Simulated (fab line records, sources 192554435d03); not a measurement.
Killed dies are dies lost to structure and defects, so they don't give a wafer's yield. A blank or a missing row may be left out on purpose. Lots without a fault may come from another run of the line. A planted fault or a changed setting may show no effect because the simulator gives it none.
Split-lot experiment | flow n5_finfet | 7 lots, 21 wafers read, on a route of 1938 steps

THE SPLIT
At N5_BEOL_M6_ETCH_66 (etches SOC in N2/H2, target depth 80 nm, overetch 16 nm, time 120 s), the setting bias_w was moved away from the recipe's 150 W on 8 of the 21 wafers read, by -16.9% to +14.3%. The other wafers ran this setting at the recipe's value.

The reading is taken at the split's own step.

THE READING
rf_vpp_V, in V, at N5_BEOL_M6_ETCH_66 (etches SOC in N2/H2, target depth 80 nm, overetch 16 nm, time 120 s). Fault-free wafers of this fab line usually give 523.9 V, standard deviation 2.5 V.

wafer  | tool, chamber at the split | bias_w as run, W | against the recipe | rf_vpp_V, V | against lot-mates on the recipe
L079.2 | rie_diel-05, 3             | 150              | recipe             | 522.9       | -
L079.3 | rie_diel-05, 2             | 150              | recipe             | 522.3       | -
L079.4 | rie_diel-05, 0             | 150              | recipe             | 524.4       | -
L081.3 | rie_diel-03, 0             | 150              | recipe             | 527.2       | -
L081.5 | rie_diel-03, 2             | 150              | recipe             | 520.1       | -
L081.6 | rie_diel-03, 1             | 130              | -13.3%             | 474.8       | -48.9
L085.1 | rie_diel-01, 0             | 124.6            | -16.9%             | 466.0       | -62.2
L085.4 | rie_diel-01, 3             | 150              | recipe             | 528.2       | -
L085.6 | rie_diel-01, 3             | 124.6            | -16.9%             | 470.9       | -57.3
L088.2 | rie_diel-05, 0             | 150              | recipe             | 522.5       | -
L088.3 | rie_diel-05, 1             | 150              | recipe             | 525.1       | -
L088.4 | rie_diel-05, 2             | 150              | recipe             | 521.3       | -
L089.2 | rie_diel-05, 3             | 171.5            | +14.3%             | 567.8       | +45.0
L089.5 | rie_diel-05, 0             | 171.5            | +14.3%             | 570.1       | +47.3
L089.6 | rie_diel-05, 2             | 150              | recipe             | 522.8       | -
L094.2 | rie_diel-05, 3             | 130.4            | -13.1%             | 478.1       | -44.1
L094.3 | rie_diel-05, 2             | 150              | recipe             | 522.8       | -
L094.4 | rie_diel-05, 2             | 150              | recipe             | 521.6       | -
L096.1 | rie_diel-05, 3             | 150              | recipe             | 522.4       | -
L096.2 | rie_diel-05, 1             | 159.4            | +6.3%              | 544.3       | +21.9
L096.4 | rie_diel-05, 0             | 159.4            | +6.3%              | 542.7       | +20.3

THE FIT
A straight line over all 21 wafers: rf_vpp_V changes by +3.29 V for each +1% of bias_w; r = +1.00; the points scatter about the line by 2.4 V.
The same after taking each lot's own level away (the mean of its wafers on the recipe; 21 wafers): +3.42 V for each +1%; r = +1.00; scatter 2 V.
On that fit, the largest move of bias_w shifts the reading by 58 V.
The lots' own levels span 522.20 to 528.20 V, that is 2.4 times the standard deviation above.
So the lot-to-lot level changes the slope little: the two slopes agree.
Check: with one of the wafers moved furthest among these (-16.9%) left out of the fit, the line predicts -57.4 V for it against its lot-mates. It came out at -62.2 V against them.
Tool readings at the split's step, against how far the setting was moved: rf_vpp_V r = +1.00.

OTHER SPLITS ON THESE WAFERS
These wafers also went through other splits before the reading. Each is held against what the fit with the lots' levels taken away leaves over:
other split on the same wafers  | wafers away from the commonest value | r with rf_vpp_V (lot level and that fit taken away)
N5_BEOL_M4_DESCUM_16 time_s     | 4                                    | +0.20
N5_BEOL_M4_VIA_ETCH_34 source_w | 6                                    | -0.10
N5_BEOL_M5_COAT_71 spin_rpm     | 10                                   | -0.24

THE FILE'S OWN FIT
rf_vpp_V changes by +3.45 V for each +1% of bias_w, r = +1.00.
